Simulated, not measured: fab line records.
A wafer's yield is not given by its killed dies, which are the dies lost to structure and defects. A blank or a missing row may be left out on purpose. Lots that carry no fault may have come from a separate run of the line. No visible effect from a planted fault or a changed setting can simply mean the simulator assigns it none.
fab line records	flow n5_finfet
record: lots: 10	wafers: 30	last_day: 20
route steps=1938 shown BEOL_M6@1236 PASSIVATION@1936
lots that met no fault: taken from a fault-free run of the same line
start_h: hours from the record's first day to the start of the lot's first wafer shown	wait_h: how many hours have passed since the lot's step before this one	" the same as in the row above	L1.1+2: a row that stands for several wafers	- no value present, or no start provided	* or withheld: withheld	< > ~ a bound
route shown NAME@n: a module of which the file shows steps, and the number in the route of the first	usual: mean and standard deviation over wafers with no fault	same: alike in all rows	chamber/n: place in a boat	sites: each site's reading	_std_site: the standard deviation of these	_edge_site: the outer-site mean with the inner-site mean subtracted	radius_mm: how far each site lies from the wafer's centre	mask NAME#n: copy n	behind: the last tool/chamber to shape the wafer	hold: what put the lot on hold/how long, in hours/how the hold closed	device: the n, p or np transistor that did not switch	end of line: at the end of the route, the tests of the same wafers	where a step has no rows: the recipe by itself	killed: dies that structure and defects cost at the first sort, which is not the same as the wafer's yield	map: per-die view of a wafer (x killed, . not killed, _ where there is no die)
set.NAME: the setting the step ran with; set.NAME@STEP: the setting that earlier step ran with	model.NAME: the simulator's own value behind a step, which no gauge read
route steps across a sampled set of lots; one table per step, one row per wafer
services: when a tool's chamber went out of use (start_h, in hours from the record's first day, below 0 if earlier), for how many hours, and the reason
== steps ==
step: N5_BEOL_M6_VIA_ETCH_34
recipe: chemistry: C4F6/O2	target: SiCOH_lowk	target_depth_a: 1263	mask_material: SOC	taper_deg: 4	time_s: 50.9	ion_energy_ev: 250	pressure_mtorr: 30	source_w: 345	bias_w: 185	Ar_flow_sccm: 300	C4F6_flow_sccm: 10	O2_flow_sccm: 10
usual: bias_w: 185.0/0.55	drypump_motor_current_A: 5.7/0.43	oes_f_703_au: 0.81/0.093	oes_product_au: 0.81/0.097	rf_vpp_V: 661/6.3	showerhead_plenum_p_Torr: 2.80/0.071	throttle_valve_pct: 20.97/0.23
lot.wafer	tool	chamber	start_h	wait_h	bias_w	drypump_motor_current_A	oes_f_703_au	oes_product_au	rf_hours_counter_h	rf_vpp_V	showerhead_plenum_p_Torr	throttle_valve_pct
L135.1	rie_diel-03	0	227.26	0.0	185.5	5.7	0.74	0.72	187	650	2.71	21.15
L135.5	"	1	"	"	184.2	5.5	1.02	1.01	-	661	2.79	20.95
L135.6	"	0	"	"	185.0	5.7	0.74	0.72	-	650	2.71	21.12
L138.1	rie_diel-05	0	263.76	0.0	184.7	6.4	0.90	0.89	30	661	2.79	20.38
L138.5	"	2	"	"	184.4	6.3	0.73	0.72	-	661	2.82	21.00
L138.6	"	1	"	"	184.4	6.5	0.71	0.70	-	653	2.70	21.14
L139.1	rie_diel-06	1	264.05	0.0	185.7	5.8	0.73	0.73	176	658	2.73	21.16
L139.4	"	3	"	"	185.7	4.9	0.94	0.95	19	671	2.80	21.16
L139.5	"	0	"	"	184.7	5.7	0.90	0.91	-	670	2.79	20.86
L143.4	rie_diel-06	0	278.43	0.0	184.7	5.7	0.89	0.89	32	669	2.79	20.88
L143.5	"	0	"	"	184.8	5.7	0.89	0.89	-	667	2.79	20.88
L143.6	"	1	"	"	185.0	5.8	0.73	0.73	-	656	2.73	21.16
L149.1	rie_diel-06	3	306.37	0.0	185.0	4.9	0.91	0.92	32	673	2.79	21.17
L149.3	"	2	"	"	184.1	5.5	0.76	0.76	146	660	2.84	20.75
L149.4	"	0	"	"	184.9	5.7	0.88	0.86	-	667	2.79	20.92
L153.1	rie_diel-06	1	321.68	0.0	184.4	5.8	0.72	0.73	191	659	2.72	21.18
L153.4	"	0	"	"	185.0	5.7	0.86	0.86	49	667	2.79	20.91
L153.5	"	3	"	"	184.0	4.9	0.90	0.91	-	671	2.79	21.18
L152.2	rie_diel-03	0	343.02	0.0	185.6	5.7	0.71	0.68	235	649	2.69	21.18
L152.4	"	2	"	"	184.2	5.8	0.82	0.82	96	664	2.99	20.89
L152.6	"	3	"	"	184.3	5.3	0.92	0.92	-	663	2.78	20.52
L150.2	rie_diel-03	0	356.13	0.0	184.6	5.7	0.70	0.68	238	650	2.69	21.19
L150.4	"	2	"	"	185.1	5.8	0.82	0.81	101	665	2.99	20.89
L150.6	"	1	"	"	183.8	5.4	0.87	0.87	-	662	2.77	21.03
L155.3	rie_diel-05	3	358.74	0.0	185.6	5.4	0.97	0.95	4	652	2.80	21.04
L155.4	"	2	"	"	184.0	6.3	0.71	0.68	245	661	2.80	21.07
L155.6	"	3	"	"	185.4	5.4	0.96	0.95	-	652	2.80	21.06
L157.1	rie_diel-06	1	383.87	0.0	184.7	5.8	0.70	0.70	213	661	2.71	21.21
L157.2	"	2	"	"	185.0	5.5	0.74	0.73	175	661	2.83	20.79
L157.6	"	1	"	"	184.9	5.8	0.70	0.70	-	658	2.71	21.22
step: N5_BEOL_M6_STRIP_36
recipe: chemistry: N2/H2	power_w: 450	temp_c: 40	pressure_mtorr: 20	rf_frequency_hz: 6e+07	overash_fraction: 0.3	bias_power_w: 7	h2_frac: 0.5	n2_flow_sccm: 200	h2_flow_sccm: 200
usual: bias_power_w: 7.000/0.021	drypump_motor_current_A: 5.7/0.43	oes_product_au: 0.81/0.098	rf_vpp_V: 59.0/1.4	showerhead_plenum_p_Torr: 2.49/0.068	temp_c: 40.01/0.12	throttle_valve_pct: 23.82/0.24
lot.wafer	tool	chamber	start_h	wait_h	bias_power_w	drypump_motor_current_A	oes_product_au	rf_hours_counter_h	rf_vpp_V	showerhead_plenum_p_Torr	temp_c	throttle_valve_pct
L135.1	rie_diel-03	0	227.31	0.0	7.037	5.7	0.73	187	61.8	2.42	40.01	24.05
L135.5	"	1	"	"	6.978	5.5	1.01	-	58.3	2.49	40.00	23.89
L135.6	"	0	"	"	7.011	5.7	0.72	-	60.2	2.42	40.07	24.06
L138.1	rie_diel-05	0	263.81	0.0	6.997	6.5	0.91	30	58.4	2.48	40.08	23.20
L138.5	"	2	"	"	6.981	6.3	0.73	-	59.7	2.52	40.10	23.85
L138.6	"	1	"	"	6.971	6.4	0.70	-	60.2	2.41	39.99	24.05
L139.1	rie_diel-06	1	264.10	0.0	7.019	5.8	0.72	176	59.1	2.42	39.81	23.78
L139.4	"	3	"	"	7.005	4.9	0.94	19	56.4	2.49	39.80	23.99
L139.5	"	0	"	"	7.015	5.7	0.88	-	59.7	2.48	40.14	23.60
L143.4	rie_diel-06	0	278.48	0.0	7.011	5.7	0.89	32	58.7	2.48	40.11	23.61
L143.5	"	0	"	"	7.030	5.7	0.89	-	60.1	2.48	40.18	23.62
L143.6	"	1	"	"	7.008	5.8	0.72	-	57.4	2.42	40.08	23.83
L149.1	rie_diel-06	3	306.42	0.0	7.001	4.9	0.92	32	58.8	2.48	39.90	23.99
L149.3	"	2	"	"	7.016	5.6	0.76	146	55.8	2.55	39.88	23.81
L149.4	"	0	"	"	7.052	5.7	0.88	-	59.8	2.48	40.09	23.61
L153.1	rie_diel-06	1	321.73	0.0	7.031	5.8	0.71	191	59.8	2.41	40.03	23.84
L153.4	"	0	"	"	6.989	5.7	0.87	49	59.5	2.47	40.27	23.63
L153.5	"	3	"	"	7.036	4.9	0.91	-	58.5	2.48	40.17	24.04
L152.2	rie_diel-03	0	343.08	0.0	6.985	5.7	0.68	235	60.6	2.40	39.98	24.09
L152.4	"	2	"	"	6.992	5.8	0.82	96	58.5	2.67	40.09	23.73
L152.6	"	3	"	"	7.016	5.3	0.92	-	56.5	2.49	40.11	23.36
L150.2	rie_diel-03	0	356.18	0.0	7.021	5.7	0.67	238	57.5	2.40	40.24	24.14
L150.4	"	2	"	"	6.987	5.8	0.82	101	61.4	2.67	39.92	23.76
L150.6	"	1	"	"	7.000	5.5	0.86	-	61.2	2.47	39.82	23.94
L155.3	rie_diel-05	3	358.80	0.0	6.994	5.4	0.96	4	59.4	2.48	40.23	23.96
L155.4	"	2	"	"	6.985	6.3	0.68	245	58.4	2.50	40.01	23.90
L155.6	"	3	"	"	7.010	5.4	0.96	-	58.1	2.48	40.20	23.92
L157.1	rie_diel-06	1	383.92	0.0	7.012	5.8	0.71	213	59.5	2.41	39.92	23.84
L157.2	"	2	"	"	6.992	5.5	0.73	175	58.4	2.53	39.96	23.83
L157.6	"	1	"	"	6.976	5.8	0.71	-	59.4	2.41	40.14	23.85
step: N5_BEOL_M6_TRENCH_ETCH_37
recipe: chemistry: C4F6/O2	target_depth_a: 944.35	target: SiCOH_lowk	time_s: 31.5	ion_energy_ev: 250	pressure_mtorr: 30	source_w: 345	bias_w: 185	Ar_flow_sccm: 300	C4F6_flow_sccm: 10	O2_flow_sccm: 10
usual: bias_w: 185.0/0.55	drypump_motor_current_A: 5.7/0.43	oes_f_703_au: 0.81/0.093	oes_product_au: 0.81/0.098	rf_vpp_V: 661/6.2	showerhead_plenum_p_Torr: 2.80/0.071	throttle_valve_pct: 21.01/0.23
lot.wafer	tool	chamber	start_h	wait_h	bias_w	drypump_motor_current_A	oes_f_703_au	oes_product_au	rf_hours_counter_h	rf_vpp_V	showerhead_plenum_p_Torr	throttle_valve_pct
L135.1	rie_diel-03	0	-	-	184.5	5.7	0.74	0.72	187	650	2.71	21.15
L135.5	"	1	"	"	183.6	5.5	1.02	1.01	-	661	2.79	21.00
L135.6	"	0	"	"	184.8	5.7	0.74	0.72	-	651	2.71	21.14
L138.1	rie_diel-05	0	-	-	185.8	6.5	0.90	0.90	30	661	2.79	20.43
L138.5	"	2	"	"	185.3	6.3	0.74	0.72	-	662	2.82	21.05
L138.6	"	1	"	"	184.8	6.5	0.70	0.70	-	651	2.70	21.15
L139.1	rie_diel-06	1	-	-	185.2	5.8	0.73	0.74	176	658	2.73	21.20
L139.4	"	3	"	"	184.2	4.9	0.94	0.96	19	671	2.80	21.19
L139.5	"	0	"	"	185.2	5.7	0.89	0.91	-	669	2.79	20.92
L143.4	rie_diel-06	0	-	-	184.7	5.7	0.89	0.88	32	669	2.79	20.91
L143.5	"	0	"	"	184.7	5.7	0.89	0.89	-	669	2.79	20.93
L143.6	"	1	"	"	185.9	5.8	0.73	0.72	-	658	2.73	21.21
L149.1	rie_diel-06	3	-	-	185.0	4.9	0.90	0.93	32	671	2.79	21.20
L149.3	"	2	"	"	184.6	5.5	0.76	0.77	146	661	2.84	20.79
L149.4	"	0	"	"	185.3	5.7	0.87	0.87	-	668	2.79	20.93
L153.1	rie_diel-06	1	-	-	185.1	5.8	0.71	0.73	191	659	2.72	21.20
L153.4	"	0	"	"	185.9	5.7	0.86	0.86	49	668	2.79	20.93
L153.5	"	3	"	"	185.4	4.9	0.89	0.90	-	673	2.79	21.19
L152.2	rie_diel-03	0	-	-	185.4	5.7	0.71	0.68	235	648	2.69	21.22
L152.4	"	2	"	"	185.4	5.8	0.82	0.81	96	665	2.99	20.90
L152.6	"	3	"	"	184.8	5.3	0.92	0.92	-	662	2.78	20.55
L150.2	rie_diel-03	0	-	-	185.8	5.7	0.70	0.67	238	651	2.69	21.22
L150.4	"	2	"	"	185.5	5.8	0.82	0.81	101	665	2.98	20.93
L150.6	"	1	"	"	184.7	5.5	0.87	0.86	-	661	2.77	21.08
L155.3	rie_diel-05	3	-	-	185.1	5.5	0.97	0.96	4	651	2.80	21.07
L155.4	"	2	"	"	185.8	6.3	0.70	0.68	245	662	2.80	21.11
L155.6	"	3	"	"	185.1	5.4	0.96	0.97	-	654	2.80	21.08
L157.1	rie_diel-06	1	-	-	185.5	5.8	0.70	0.70	213	658	2.71	21.27
L157.2	"	2	"	"	184.7	5.6	0.73	0.74	175	660	2.83	20.83
L157.6	"	1	"	"	185.8	5.8	0.70	0.71	-	657	2.71	21.25
step: N5_BEOL_M6_ALD_77
recipe: material: TaN	target_thk_a: 20	temp_c: 275	ald_precursor_family: PDMAT	ald_co_reactant: NH3	pressure_torr: 3	carrier_flow_sccm: 1500	pulse_time_s: 2	purge_time_s: 3	co_reactant_purge_time_s: 2	co_reactant_pulse_time_s: 3	ald_cycles: 40	precursor_vessel_temp_c: 75	precursor_vessel_pressure_torr: 26.25	precursor_vessel_carrier_sccm: 1000
usual: co_reactant_pulse_time_s: 3/0	heater_power_w: 396/28
same: purge_time_s: 3
lot.wafer	tool	chamber	start_h	wait_h	co_reactant_pulse_time_s	heater_power_w	since_wet_clean_h
L135.1	ald_metal-02	2	228.39	0.1	3	409	1430
L135.5	"	0	"	"	3	381	-
L135.6	"	3	"	"	3	390	-
L138.1	ald_metal-03	3	264.76	0.1	3	393	6082
L138.5	"	2	"	"	3	449	-
L138.6	"	3	"	"	3	393	-
L139.1	ald_metal-01	2	265.07	0.0	3	381	3005
L139.4	"	0	"	"	3	350	3005
L139.5	"	2	"	"	3	380	-
L143.4	ald_metal-02	3	279.78	0.0	3	395	1481
L143.5	"	1	"	"	3	409	-
L143.6	"	2	"	"	3	407	-
L149.1	ald_metal-02	1	307.30	0.0	3	422	1509
L149.3	"	0	"	"	2.7843	382	1509
L149.4	"	3	"	"	3	390	1509
L153.1	ald_metal-03	2	322.65	0.1	3	446	6139
L153.4	"	3	"	"	3	396	6139
L153.5	"	2	"	"	3	453	-
L152.2	ald_metal-01	2	343.91	0.0	3	376	3084
L152.4	"	3	"	"	3	432	3084
L152.6	"	2	"	"	3	369	-
L150.2	ald_metal-02	0	357.06	0.0	2.7843	370	1558
L150.4	"	1	"	"	3	425	1558
L150.6	"	1	"	"	3	430	-
L155.3	ald_metal-01	1	360.49	0.2	3	383	-
L155.4	"	0	"	"	3	355	-
L155.6	"	1	"	"	3	385	-
L157.1	ald_metal-03	1	386.55	0.3	3	419	35
L157.2	"	0	"	"	3	353	35
L157.6	"	1	"	"	3	440	-
step: N5_PASSIVATION_PROBE_49
usual: defect_limited_yield: 91.1/1.4	killed_at_M0_to_M3: 34/10	killed_at_M4_up: 14/5.5	killed_at_contacts: 12/5.1	killed_at_front_end: 41/12	killed_at_other: 4/3.1	killed_dies: 105/17	killed_open: 70/13	killed_short: 33/7.6	sort_bin_5_function: 5.3/0.98	sort_bin_6_memory: 3.3/0.67	sort_n_pass: 1075/17	sort_yield_pct: 91.1/1.4
same: gross_dies: 1180	killed_at_back_side: 0	sort_bin_4_leakage[%]: 0	sort_bin_8_speed[%]: 0
lot.wafer	tool	chamber	start_h	wait_h	defect_limited_yield[%]	killed_at_M0_to_M3	killed_at_M4_up	killed_at_contacts	killed_at_front_end	killed_at_other	killed_dies	killed_open	killed_short	sort_bin_5_function[%]	sort_bin_6_memory[%]	sort_n_pass	sort_yield_pct[%]
L135.1	prober-02	-	317.76	0.0	92.8	39	4	18	24	0	85	61	22	3.3	3.7	1095	92.8
L135.5	prober-02	-	317.96	0.2	89.1	51	10	13	49	6	129	92	35	6.7	3.9	1051	89.1
L135.6	prober-02	-	318.01	0.3	90.9	44	10	10	41	2	107	66	34	4.1	4.6	1073	90.9
L138.1	prober-01	-	345.22	0.0	90.9	21	8	15	57	6	107	71	34	5.0	3.6	1073	90.9
L138.5	prober-01	-	345.42	0.2	89.5	38	12	5	60	9	124	81	38	6.4	3.9	1056	89.5
L138.6	prober-01	-	345.47	0.3	90.5	45	14	4	44	5	112	75	33	5.4	3.8	1068	90.5
L139.1	prober-02	-	350.86	0.0	92.4	31	14	7	30	8	90	66	22	3.5	3.7	1090	92.4
L139.4	prober-02	-	351.01	0.2	90.6	31	22	13	36	9	111	76	35	5.4	3.9	1069	90.6
L139.5	prober-02	-	351.06	0.2	90.8	50	15	7	34	2	108	61	46	6.0	2.9	1072	90.8
L143.4	prober-01	-	363.30	0.2	92.1	34	12	3	44	0	93	59	34	4.2	3.1	1087	92.1
L143.5	prober-01	-	363.35	0.2	91.8	33	5	14	43	2	97	67	30	4.8	2.9	1083	91.8
L143.6	prober-01	-	363.40	0.3	90.7	15	9	10	75	1	110	72	38	5.6	3.5	1070	90.7
L149.1	prober-02	-	392.69	0.0	91.0	45	6	10	44	1	106	74	30	5.4	3.2	1074	91.0
L149.3	prober-02	-	392.79	0.1	91.9	19	20	11	45	0	95	61	32	5.0	2.9	1085	91.9
L149.4	prober-02	-	392.84	0.2	91.4	31	11	21	37	1	101	72	28	4.6	3.6	1079	91.4
L153.1	prober-01	-	411.87	0.0	89.8	25	15	26	46	8	120	90	30	6.4	3.5	1060	89.8
L153.4	prober-01	-	412.02	0.2	91.1	30	13	9	48	5	105	70	35	4.8	3.9	1075	91.1
L153.5	prober-01	-	412.07	0.2	90.8	37	10	12	48	2	109	71	37	5.3	3.5	1071	90.8
L152.2	prober-02	-	436.89	0.1	91.5	31	14	8	40	7	100	63	33	6.0	2.3	1080	91.5
L152.4	prober-02	-	436.99	0.2	92.0	38	10	10	27	9	94	56	35	4.6	2.9	1086	92.0
L152.6	prober-02	-	437.09	0.3	92.0	32	17	10	32	3	94	68	25	4.6	3.0	1086	92.0
L155.3	prober-01	-	451.66	0.1	92.0	32	11	9	41	1	94	66	26	4.8	2.9	1086	92.0
L155.4	prober-01	-	451.71	0.2	91.9	26	16	11	37	5	95	61	34	4.7	3.1	1085	91.9
L155.6	prober-01	-	451.81	0.3	89.3	54	10	9	52	1	126	90	32	6.2	4.4	1054	89.3
L150.2	prober-02	-	452.18	0.1	91.8	26	9	27	32	3	97	71	25	5.2	2.8	1083	91.8
L150.4	prober-02	-	452.28	0.2	92.3	31	11	9	25	15	91	59	31	4.1	3.4	1089	92.3
L150.6	prober-02	-	452.38	0.3	92.3	16	19	12	35	9	91	63	26	4.5	3.0	1089	92.3
L157.1	prober-01	-	476.58	0.0	90.7	47	17	11	35	0	110	70	39	5.3	3.6	1070	90.7
L157.2	prober-01	-	476.63	0.1	89.7	45	18	12	45	1	121	81	40	5.5	4.6	1059	89.7
L157.6	prober-01	-	476.83	0.3	91.5	34	17	11	38	0	100	64	36	4.9	3.4	1080	91.5
killed by level:class
L135.1 MOL_CONTACT_COAG:geometric_particle:open=14 STI_FIN_REVEAL:geometric_particle:open=9 BEOL_M2:geometric_particle:open=9 BEOL_M0_SAQP:geometric_particle:open=7 BEOL_M3:geometric_particle:open=6 MOL_CONTACT_COAG:geometric_particle:short=4 BEOL_M0_SAQP:geometric_particle:short=4 BEOL_M0:geometric_particle:short=4
L135.5 BEOL_M0_SAQP:geometric_particle:open=15 DUMMY_GATE:geometric_particle:open=12 MOL_CONTACT_COAG:geometric_particle:open=12 STI_FIN_REVEAL:geometric_particle:open=9 BEOL_M0_SAQP:geometric_particle:short=9 BEOL_M3:geometric_particle:open=8 BEOL_M2:geometric_particle:open=7 FIN_SAQP:geometric_particle:open=5
L135.6 BEOL_M0_SAQP:geometric_particle:short=17 MOL_CONTACT_COAG:geometric_particle:open=10 BEOL_M0_SAQP:geometric_particle:open=9 STI_FIN_REVEAL:geometric_particle:open=7 GATE_CUT:geometric_particle:short=7 ILD0:geometric_particle:open=6 BEOL_M3:geometric_particle:open=5 BEOL_M1:geometric_particle:open=4
L138.1 STI_FIN_REVEAL:geometric_particle:open=13 MOL_CONTACT_COAG:geometric_particle:open=13 FIN_SAQP:geometric_particle:short=12 DUMMY_GATE:geometric_particle:open=10 FIN_SAQP:geometric_particle:open=7 BEOL_M1:geometric_particle:open=6 BEOL_M0_SAQP:geometric_particle:open=4 ILD0:geometric_particle:short=3
L138.5 BEOL_M0_SAQP:geometric_particle:open=15 FIN_SAQP:geometric_particle:open=12 STI_FIN_REVEAL:geometric_particle:open=10 FIN_SAQP:geometric_particle:short=8 BEOL_M0_SAQP:geometric_particle:short=8 BEOL_M2:geometric_particle:open=6 GATE_CUT:geometric_particle:open=4 BEOL_M3:geometric_particle:open=4
L138.6 FIN_SAQP:geometric_particle:open=17 FIN_SAQP:geometric_particle:short=8 BEOL_M1:geometric_particle:open=8 BEOL_M2:geometric_particle:open=8 BEOL_M0_SAQP:geometric_particle:short=7 BEOL_M0_SAQP:geometric_particle:open=6 STI_FIN_REVEAL:geometric_particle:open=5 BEOL_M1:geometric_particle:short=5
L139.1 BEOL_M4:geometric_particle:open=9 BEOL_M0_SAQP:geometric_particle:open=8 MOL_CONTACT_COAG:geometric_particle:open=7 STI_FIN_REVEAL:geometric_particle:open=6 BEOL_M2:geometric_particle:open=6 BEOL_M3:geometric_particle:open=6 FIN_SAQP:geometric_particle:open=5 BEOL_M0_SAQP:geometric_particle:short=5
L139.4 BEOL_M4:geometric_particle:open=16 STI_FIN_REVEAL:geometric_particle:open=10 BEOL_M0_SAQP:geometric_particle:short=9 MOL_CONTACT_COAG:geometric_particle:open=8 BEOL_M3:geometric_particle:open=7 FIN_SAQP:geometric_particle:open=6 MOL_CONTACT_COAG:geometric_particle:short=5 BEOL_M0_SAQP:geometric_particle:open=5
L139.5 BEOL_M0_SAQP:geometric_particle:short=18 BEOL_M0_SAQP:geometric_particle:open=8 BEOL_M2:geometric_particle:open=7 MOL_CONTACT_COAG:geometric_particle:open=7 BEOL_M4:geometric_particle:open=7 FIN_SAQP:geometric_particle:short=6 BEOL_M1:geometric_particle:open=5 STARTING-WAFER:geometric_particle:short=5
L143.4 FIN_SAQP:geometric_particle:open=12 BEOL_M0_SAQP:geometric_particle:short=10 FIN_SAQP:geometric_particle:short=7 BEOL_M0_SAQP:geometric_particle:open=7 BEOL_M4:geometric_particle:open=5 STI_FIN_REVEAL:geometric_particle:open=4 BEOL_M1:geometric_particle:open=4 BEOL_M3:geometric_particle:open=4
L143.5 MOL_CONTACT_COAG:geometric_particle:open=12 BEOL_M1:geometric_particle:open=11 STI_FIN_REVEAL:geometric_particle:open=9 FIN_SAQP:geometric_particle:open=7 BEOL_M0_SAQP:geometric_particle:short=6 FIN_SAQP:geometric_particle:short=5 BEOL_M3:geometric_particle:open=5 ILD0:geometric_particle:open=4
L143.6 FIN_SAQP:geometric_particle:open=29 FIN_SAQP:geometric_particle:short=18 MOL_CONTACT_COAG:geometric_particle:open=7 ILD0:geometric_particle:short=5 DUMMY_GATE:geometric_particle:open=5 GATE_CUT:geometric_particle:short=4 BEOL_M5:geometric_particle:open=4 ILD0:geometric_particle:open=3
L149.1 STI_FIN_REVEAL:geometric_particle:open=13 BEOL_M0_SAQP:geometric_particle:open=11 MOL_CONTACT_COAG:geometric_particle:open=9 BEOL_M2:geometric_particle:open=9 BEOL_M0_SAQP:geometric_particle:short=8 DUMMY_GATE:geometric_particle:open=6 FIN_SAQP:geometric_particle:open=5 BEOL_M3:geometric_particle:open=5
L149.3 STI_FIN_REVEAL:geometric_particle:open=10 MOL_CONTACT_COAG:geometric_particle:open=10 FIN_SAQP:geometric_particle:short=7 STI_FIN_REVEAL:geometric_particle:short=6 BEOL_M0_SAQP:geometric_particle:short=6 BEOL_M1:geometric_particle:open=6 BEOL_M4:geometric_particle:open=6 BEOL_M4:geometric_particle:short=6
L149.4 MOL_CONTACT_COAG:geometric_particle:open=18 STI_FIN_REVEAL:geometric_particle:open=15 FIN_SAQP:geometric_particle:open=7 BEOL_M3:geometric_particle:open=6 BEOL_M0_SAQP:geometric_particle:open=5 BEOL_M2:geometric_particle:open=5 STI_FIN_REVEAL:geometric_particle:short=4 BEOL_M1:geometric_particle:open=4
L153.1 MOL_CONTACT_COAG:geometric_particle:open=20 FIN_SAQP:geometric_particle:open=14 BEOL_M4:geometric_particle:open=11 BEOL_M3:geometric_particle:open=8 FIN_SAQP:geometric_particle:short=6 MOL_CONTACT_COAG:geometric_particle:short=6 BEOL_M1:geometric_particle:open=6 BEOL_M0_SAQP:geometric_particle:open=5
L153.4 FIN_SAQP:geometric_particle:open=9 MOL_CONTACT_COAG:geometric_particle:open=8 BEOL_M0_SAQP:geometric_particle:short=8 FIN_SAQP:geometric_particle:short=7 STI_FIN_REVEAL:geometric_particle:open=7 GATE_CUT:geometric_particle:open=7 BEOL_M0_SAQP:geometric_particle:open=6 BEOL_M2:geometric_particle:open=6
L153.5 STI_FIN_REVEAL:geometric_particle:open=10 BEOL_M1:geometric_particle:open=9 BEOL_M3:geometric_particle:open=9 MOL_CONTACT_COAG:geometric_particle:open=8 FIN_SAQP:geometric_particle:short=7 FIN_SAQP:geometric_particle:open=6 SPACER0:geometric_particle:open=6 BEOL_M0_SAQP:geometric_particle:short=5
L152.2 BEOL_M4:geometric_particle:open=9 BEOL_M1:geometric_particle:open=9 MOL_CONTACT_COAG:geometric_particle:open=8 FIN_SAQP:geometric_particle:open=7 BEOL_M0_SAQP:geometric_particle:short=7 BEOL_M0_SAQP:geometric_particle:open=6 FIN_SAQP:geometric_particle:short=5 STI_FIN_REVEAL:geometric_particle:open=5
L152.4 BEOL_M0_SAQP:geometric_particle:short=8 BEOL_M1:geometric_particle:open=8 DUMMY_GATE:geometric_particle:open=6 MOL_CONTACT_COAG:geometric_particle:open=6 BEOL_M0_SAQP:geometric_particle:open=6 BEOL_M3:geometric_particle:open=5 BEOL_M4:geometric_particle:open=5 PASS1_CAP:geometric_particle:open=5
L152.6 BEOL_M1:geometric_particle:open=9 BEOL_M3:geometric_particle:open=9 STI_FIN_REVEAL:geometric_particle:open=7 MOL_CONTACT_COAG:geometric_particle:open=7 BEOL_M4:geometric_particle:open=6 ILD0:geometric_particle:short=4 BEOL_M2:geometric_particle:open=4 FIN_SAQP:geometric_particle:open=3
L155.3 FIN_SAQP:geometric_particle:open=11 STI_FIN_REVEAL:geometric_particle:open=11 BEOL_M3:geometric_particle:open=8 BEOL_M3:geometric_particle:short=8 MOL_CONTACT_COAG:geometric_particle:open=7 BEOL_M2:geometric_particle:open=6 GATE_CUT:geometric_particle:open=5 GATE_CUT:geometric_particle:short=4
L155.4 MOL_CONTACT_COAG:geometric_particle:open=9 BEOL_M1:geometric_particle:open=7 FIN_SAQP:geometric_particle:short=6 STI_FIN_REVEAL:geometric_particle:open=6 BEOL_M3:geometric_particle:open=6 BEOL_M5:geometric_particle:open=6 GATE_CUT:geometric_particle:open=4 BEOL_M0_SAQP:geometric_particle:short=4
L155.6 STI_FIN_REVEAL:geometric_particle:open=17 BEOL_M3:geometric_particle:open=13 FIN_SAQP:geometric_particle:open=12 BEOL_M1:geometric_particle:open=11 MOL_CONTACT_COAG:geometric_particle:open=8 BEOL_M0:geometric_particle:open=7 FIN_SAQP:geometric_particle:short=6 BEOL_M0_SAQP:geometric_particle:open=6
L150.2 MOL_CONTACT_COAG:geometric_particle:open=25 BEOL_M2:geometric_particle:open=10 FIN_SAQP:geometric_particle:open=7 BEOL_M3:geometric_particle:open=7 FIN_SAQP:geometric_particle:short=5 STARTING-WAFER:geometric_particle:open=5 GATE_CUT:geometric_particle:short=4 BEOL_M0_SAQP:geometric_particle:short=4
L150.4 BEOL_M2:geometric_particle:open=15 FIN_SAQP:geometric_particle:open=8 MOL_CONTACT_COAG:geometric_particle:open=8 BEOL_M4:geometric_particle:open=8 FIN_SAQP:geometric_particle:short=7 BEOL_M2:geometric_particle:short=6 BEOL_M0_SAQP:geometric_particle:short=4 BEOL_M3:geometric_particle:open=3
L150.6 MOL_CONTACT_COAG:geometric_particle:open=9 FIN_SAQP:geometric_particle:open=8 STI_FIN_REVEAL:geometric_particle:open=7 GATE_CUT:geometric_particle:short=5 BEOL_M0_SAQP:geometric_particle:open=5 BEOL_M3:geometric_particle:open=5 BEOL_M4:geometric_particle:open=4 FIN_SAQP:geometric_particle:short=3
L157.1 BEOL_M0_SAQP:geometric_particle:open=16 MOL_CONTACT_COAG:geometric_particle:open=10 STI_FIN_REVEAL:geometric_particle:open=9 BEOL_M0_SAQP:geometric_particle:short=8 BEOL_M3:geometric_particle:open=8 BEOL_M4:geometric_particle:open=8 FIN_SAQP:geometric_particle:short=5 BEOL_M2:geometric_particle:short=5
L157.2 FIN_SAQP:geometric_particle:open=14 FIN_SAQP:geometric_particle:short=10 BEOL_M1:geometric_particle:open=10 MOL_CONTACT_COAG:geometric_particle:open=9 BEOL_M2:geometric_particle:open=8 BEOL_M4:geometric_particle:open=7 BEOL_M0_SAQP:geometric_particle:open=7 ILD0:geometric_particle:short=5
L157.6 BEOL_M2:geometric_particle:open=13 MOL_CONTACT_COAG:geometric_particle:open=8 FIN_SAQP:geometric_particle:short=7 DUMMY_GATE:geometric_particle:open=7 FIN_SAQP:geometric_particle:open=5 BEOL_M0_SAQP:geometric_particle:short=5 BEOL_M3:geometric_particle:open=5 BEOL_M4:geometric_particle:open=5
== services ==
tool	chamber	start_h	hours	kind
rie_diel-06	3	204.37	-	clean
rie_diel-06	3	204.37	-	consumable_replace:focus_ring
rie_diel-06	3	204.37	20.5	scheduled_down
rie_diel-06	3	204.37	20.5	vent_cycle
rie_diel-03	1	211.56	-	clean
rie_diel-03	1	211.56	-	consumable_replace:focus_ring
rie_diel-03	1	211.56	15.2	scheduled_down
rie_diel-03	1	211.56	15.2	vent_cycle
rie_diel-05	-	223.81	28.1	pm
ald_metal-01	3	224.36	9.8	repair
rie_diel-05	1	267.39	5.0	repair
rie_diel-03	3	270.33	-	clean
rie_diel-03	3	270.33	-	consumable_replace:focus_ring
rie_diel-03	3	270.33	20.3	scheduled_down
rie_diel-03	3	270.33	20.3	vent_cycle
ald_metal-01	-	292.50	6.0	pm
rie_diel-05	1	299.46	2.0	repair
rie_diel-06	1	299.65	16.4	repair
rie_diel-05	1	303.94	-	clean
rie_diel-05	1	303.94	-	consumable_replace:focus_ring
rie_diel-03	-	322.24	2.8	pm
ald_metal-03	-	337.25	14.0	pm
ald_metal-01	2	350.55	34.0	repair
ald_metal-01	3	355.62	8.0	repair
== key ==
first_sign: step: N5_BEOL_M6_ALD_77	reading: co_reactant_pulse_time_s	direction: down	sigmas: 99+	usual: *	struck: *
effect none on later readings
met_at N5_BEOL_M6_ALD_77
struck_lots L149,L150
struck_wafers L149.3,L150.2
not_acting_at N5_BEOL_M6_VIA_ETCH_34,N5_BEOL_M6_STRIP_36,N5_BEOL_M6_TRENCH_ETCH_37
onset_between 228.39 307.30
fault: kind: process_parameter_drift	tool: ald_metal-02	chamber: 0	onset_h: 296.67	steps: N5_BEOL_M6_ALD_77	channel: co_reactant_pulse_time_s	offset: *	shape: step	acts_in: *	stated: *
